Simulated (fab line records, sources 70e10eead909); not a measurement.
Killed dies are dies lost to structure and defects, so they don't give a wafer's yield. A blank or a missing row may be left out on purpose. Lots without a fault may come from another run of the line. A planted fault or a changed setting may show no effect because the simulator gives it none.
Which tool did it? | flow nand_harc | 15 lots, 45 wafers sampled, at 3 steps of a route of 1302

WHAT THE GAUGES READ, wafer by wafer
NHARC_A_SGD_CUT_THK_MEAS_22: measures by ellipsometry.
lot  | measured     | on            | thk_nm (nm)
L743 | day 20 05:02 | film_metro-01 | 148.3 147.3 147.7
L748 | day 21 14:15 | film_metro-01 | 147.5 148.4 147.9
L751 | day 22 23:51 | film_metro-02 | 150.4 147.0 146.5
L749 | day 22 23:51 | film_metro-02 | 146.6 147.2 145.3
L752 | day 23 15:14 | film_metro-01 | 146.8 148.0 147.4
L755 | day 24 05:38 | film_metro-01 | 145.5 151.0 146.9
L757 | day 25 05:10 | film_metro-01 | 148.8 146.0 148.1
L756 | day 25 11:26 | film_metro-02 | 149.3 146.0 149.3
L758 | day 26 10:29 | film_metro-02 | 150.3 150.8 148.4
L760 | day 27 06:43 | film_metro-02 | 148.6 147.2 148.6
L761 | day 27 06:50 | film_metro-02 | 149.7 150.9 149.0
L763 | day 27 22:58 | film_metro-02 | 149.1 148.4 148.1
L762 | day 27 22:59 | film_metro-01 | 147.8 147.8 148.4
L764 | day 28 16:05 | film_metro-01 | 147.1 147.9 146.9
L765 | day 28 16:06 | film_metro-02 | 148.9 148.4 148.5

NHARC_A_SLIT_CD_MEAS_09: target cd 300 nm.
lot  | measured     | on        | cd_nm (nm)
L743 | day 20 10:26 | cd_sem-02 | 299.6 299.9 299.9
L748 | day 21 23:07 | cd_sem-01 | 300.0 299.3 300.0
L751 | day 23 08:32 | cd_sem-02 | 300.9 300.4 300.3
L749 | day 23 07:52 | cd_sem-02 | 299.9 300.5 299.9
L752 | day 23 21:24 | cd_sem-02 | 299.3 299.6 298.9
L755 | day 24 10:52 | cd_sem-01 | 300.4 300.9 299.9
L757 | day 25 10:29 | cd_sem-03 | 300.9 301.1 300.4
L756 | day 25 18:17 | cd_sem-03 | 299.8 299.6 300.0
L758 | day 26 16:46 | cd_sem-02 | 299.9 300.8 300.5
L760 | day 27 12:08 | cd_sem-02 | 300.5 300.2 300.8
L761 | day 27 12:17 | cd_sem-02 | 299.8 300.3 300.7
L763 | day 28 04:14 | cd_sem-02 | 299.9 300.3 299.9
L762 | day 28 04:24 | cd_sem-01 | 300.6 300.5 300.5
L764 | day 28 21:26 | cd_sem-02 | 300.1 300.3 301.1
L765 | day 28 22:33 | cd_sem-02 | 300.8 300.3 299.7

NHARC_A_SLIT_OVL_MEAS_10.
lot  | measured     | on         | overlay_x_nm (nm) | overlay_y_nm (nm)
L743 | day 20 10:31 | overlay-01 | 0.2 -0.5 0.0      | 1.4 1.8 1.6
L748 | day 21 23:12 | overlay-02 | -1.0 -0.9 -1.3    | -0.5 -0.5 -0.1
L751 | day 23 08:38 | overlay-02 | 2.4 2.0 2.2       | 0.5 -0.3 0.1
L749 | day 23 07:56 | overlay-02 | 0.7 0.8 0.5       | 1.8 0.9 1.6
L752 | day 23 21:29 | overlay-02 | 0.6 1.4 1.1       | -0.7 -0.2 -0.7
L755 | day 24 10:56 | overlay-01 | 0.6 0.7 0.9       | -0.3 -0.5 -0.6
L757 | day 25 10:35 | overlay-02 | 0.0 0.0 -0.2      | 0.6 -0.6 0.1
L756 | day 25 18:22 | overlay-02 | 0.1 -0.5 -0.5     | -1.0 -0.8 -1.0
L758 | day 26 16:52 | overlay-02 | 0.2 0.8 1.3       | 0.9 1.1 0.8
L760 | day 27 12:14 | overlay-02 | -0.3 -0.1 0.4     | 1.2 1.2 1.0
L761 | day 27 12:23 | overlay-02 | -2.2 -2.6 -2.1    | -0.5 -0.2 0.0
L763 | day 28 04:20 | overlay-01 | -1.0 -0.9 -0.9    | -0.5 0.4 0.1
L762 | day 28 04:29 | overlay-02 | 0.1 -0.4 0.3      | -0.8 -1.2 -1.1
L764 | day 28 21:31 | overlay-02 | -0.2 0.4 -0.6     | 0.8 1.1 1.0
L765 | day 28 22:38 | overlay-02 | 1.1 1.7 1.5       | -0.4 -0.1 -0.1

WHICH TOOL RAN EACH LOT (tool, then ch and the chambers of the sampled wafers, then the start)
The record holds no process step before these readings.

WHAT THE TOOLS THEMSELVES READ (means of the sampled wafers that have a number; where no wafer has one, the mark that the record gives instead)
The record holds no such reading with a usual standard deviation.

THE ANSWER, worked out from the rows above alone
Rule: what is usual is taken from the lots themselves. Put in order of their means at a reading, lots are off if they are a third of the lots or fewer, leave a main group of 4 or more, and stand apart from it by a gap of 3 or more times the standard deviation of the main group's means; of several such gaps the widest counts. A main group whose means are all the same, to the digits that the tables above print for the reading, isn't used. A lot without any number at a reading at which 4 lots or more have one is off too. The other lots that the step has rows for count as sound. The gauges are gone through in route order, then the tools' own readings, and for those a lot's mean is taken as printed above. The first step at which some lot is off is used, and at that step the reading that is off furthest; a lot without a number counts as furthest.
No lot is off at any reading shown: from this, nothing can be told.

WHAT THE SIMULATOR HAD PUT IN
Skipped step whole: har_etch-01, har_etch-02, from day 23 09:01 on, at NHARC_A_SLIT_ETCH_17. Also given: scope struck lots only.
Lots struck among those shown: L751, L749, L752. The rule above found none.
